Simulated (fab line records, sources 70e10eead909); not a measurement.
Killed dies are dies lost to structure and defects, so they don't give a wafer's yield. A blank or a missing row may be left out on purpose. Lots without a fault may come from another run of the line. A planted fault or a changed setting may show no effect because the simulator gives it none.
Which tool did it? | flow nand_harc | 7 lots, 21 wafers sampled, at 4 steps of a route of 1302

WHAT THE GAUGES READ, wafer by wafer
NHARC_A_M0_OVL_MEAS_10: pitch 160 nm.
lot  | measured     | on         | overlay_x_nm (nm)
L801 | day 23 14:16 | overlay-01 | -0.2 -0.5 -0.3
L805 | day 26 03:35 | overlay-02 | 0.4 0.3 -0.3
L806 | day 26 10:10 | overlay-02 | -1.0 -0.5 -0.4
L813 | day 28 21:04 | overlay-01 | 0.4 0.9 -0.3
L816 | day 30 15:34 | overlay-02 | 0.1 0.1 0.7
L819 | day 31 06:11 | overlay-01 | 0.4 0.6 0.6
L820 | day 33 15:16 | overlay-02 | 1.0 1.5 1.8

WHICH TOOL RAN EACH LOT (tool, then ch and the chambers of the sampled wafers, then the start)
lot  | NHARC_A_BLC_DEGAS_30         | NHARC_A_BLC_CVD_24                       | NHARC_A_M0_DEP_00
L801 | pvd_sputter-02, day 23 11:53 | cvd_w-01 ch 0,1, day 23 13:23 or earlier | pecvd-03 ch 1,2, day 23 13:23
L805 | pvd_sputter-01, day 26 01:10 | cvd_w-01 ch 1, day 26 02:42 or earlier   | pecvd-04 ch 0,1,2, day 26 02:42
L806 | pvd_sputter-01, day 26 07:47 | cvd_w-01 ch 0, day 26 09:15 or earlier   | pecvd-03 ch 0,1, day 26 09:15
L813 | pvd_sputter-03, day 28 18:44 | cvd_w-01 ch 0,1, day 28 20:19 or earlier | pecvd-04 ch 0,1, day 28 20:19
L816 | pvd_sputter-01, day 30 13:20 | cvd_w-01 ch 0,1, day 30 14:50 or earlier | pecvd-03 ch 0,1, day 30 14:50
L819 | pvd_sputter-03, day 31 03:58 | cvd_w-01 ch 0,1, day 31 05:26 or earlier | pecvd-02 ch 0,1,2, day 31 05:26
L820 | pvd_sputter-01, day 33 12:52 | cvd_w-01 ch 0,1, day 33 14:23 or earlier | pecvd-03 ch 0,1,2, day 33 14:23
- NHARC_A_BLC_DEGAS_30: time 60 s.
- NHARC_A_BLC_CVD_24: deposits W, target thk 150 nm, time 434 s.
- NHARC_A_M0_DEP_00: deposits SiOC, target thk 150 nm.

THE ANSWER, worked out from the rows above alone
Rule: what is usual is taken from the lots themselves. Put in order of their means at a reading, lots are off if they are a third of the lots or fewer, leave a main group of 4 or more, and stand apart from it by a gap of 3 or more times the standard deviation of the main group's means; of several such gaps the widest counts. A main group whose means are all the same, to the digits that the tables above print for the reading, isn't used. A lot without any number at a reading at which 4 lots or more have one is off too. The other lots that the step has rows for count as sound.
No lot is off at any reading shown: from this, nothing can be told.

WHAT THE SIMULATOR HAD PUT IN
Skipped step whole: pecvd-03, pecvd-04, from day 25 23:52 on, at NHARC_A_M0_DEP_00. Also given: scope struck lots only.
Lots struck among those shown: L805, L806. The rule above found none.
